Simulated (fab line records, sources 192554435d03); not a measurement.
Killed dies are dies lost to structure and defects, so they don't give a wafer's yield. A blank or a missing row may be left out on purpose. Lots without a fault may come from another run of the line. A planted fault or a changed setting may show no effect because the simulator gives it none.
A struck lot beside a sound one | flow n5_finfet | 14 steps out of a route of 1938
Sound: wafers L761.1, L761.2, L761.5. Struck: wafers L764.1, L764.3, L764.6. The cause comes at the end.
At each step with rows: each side's tool, then ch and its chambers, then its first start. Under that, the readings that differ: sound wafers | struck wafers | difference of the means | sigmas: that difference in standard deviations of wafers without a fault.
alike: readings whose means differ by less than 2 such deviations, and words and numbers that are the same on both sides. not compared: withheld readings, readings that some wafer has no value for, bounds like >300 that may hide the same value, and numbers for which the record gives no deviation and whose values overlap.
The two part at a step that has a row with sigmas, a row that says differs or no value, or rows on one side only. Numbers that don't overlap but have no deviation are shown without sigmas and don't part them. A reading that every wafer of one side lacks parts them only if that side has two wafers or more.

N5_BEOL_M2_STRIP_66: strips in CF4.
  sound on rie_diel-04 ch 0,1,2, day 7 10:10; struck on rie_diel-04 ch 0,1,3, day 7 11:25
  alike: drypump_motor_current_A, oes_product_au, rf_vpp_V, showerhead_plenum_p_Torr, throttle_valve_pct
  not compared: rf_hours_counter_h
N5_BEOL_M2_HM_OPEN_17: chemistry Cl2/BCl3, target TiN, target depth 20 nm, overetch 6 nm.
  sound on rie_metal-02 ch 0,1, day 7 10:13; struck on rie_metal-03 ch 0,1, day 7 11:27
  alike: bcl3_flow_sccm, drypump_motor_current_A, oes_ar_750_au, oes_product_au, throttle_valve_pct
  not compared: rf_hours_counter_h
N5_BEOL_M2_STRIP_19: strips in O2.
  sound on rie_diel-04 ch 0,2, day 7 10:23; struck on rie_diel-05 ch 1,3, day 7 11:38
  alike: drypump_motor_current_A, oes_product_au, rf_vpp_V, showerhead_plenum_p_Torr, throttle_valve_pct
  not compared: rf_hours_counter_h
N5_BEOL_M2_CD_MEAS_18: pitch 36 nm, target cd 18 nm.
  sound on cd_sem-03, day 7 10:27; struck on cd_sem-01, day 7 11:42
  alike: cd_nm
then, 8 steps without rows for these wafers: N5_BEOL_M2_COAT_67 (time 60 s, resist thk 60 nm); N5_BEOL_M2_COAT_68 (time 60 s, resist thk 12 nm); N5_BEOL_M2_COAT_76 (time 60 s, resist thk 5 nm); N5_BEOL_M2_COAT_22 (resist thk 30 nm); N5_BEOL_M2_EBR_24; N5_BEOL_M2_SOFTBAKE_23 (time 60 s); N5_BEOL_M2_EXPOSE_25 (exposes mask V1, defocus 5 nm); N5_BEOL_M2_PEB_26 (peb time 60 s).
N5_BEOL_M2_DEVELOP_27: develop time 30 s.
  sound on litho_track-04 ch 0, day 7 10:43; struck on litho_track-02, day 7 12:05
  no value came back on the struck wafers for chill_plate_temp_C (C), develop_time_s (s); on the sound wafers chill_plate_temp_C (C) reads 22.82 22.86 23.07
  reading                                      | sound          | struck         | difference | sigmas
  model.CAR-EUV_of_BEOL_M2_COAT_22.thk_nm (nm) | 29.6 29.8 29.8 | 30.2 30.2 30.2 | +0.5       |
N5_BEOL_M2_CD_MEAS_28: target cd 26.2 nm, target cd y 24.1 nm.
  sound on cd_sem-01 ch 0, day 7 10:46; struck on cd_sem-02 ch 0, day 7 12:08
  reading    | sound             | struck | difference                    | sigmas
  cd_nm (nm) | 26.13 26.48 26.34 | - - -  | no value on the struck wafers |

WHERE THEY PART
First at N5_BEOL_M2_DEVELOP_27; last, within this record, at N5_BEOL_M2_CD_MEAS_28.

WHY: what the simulator had put in
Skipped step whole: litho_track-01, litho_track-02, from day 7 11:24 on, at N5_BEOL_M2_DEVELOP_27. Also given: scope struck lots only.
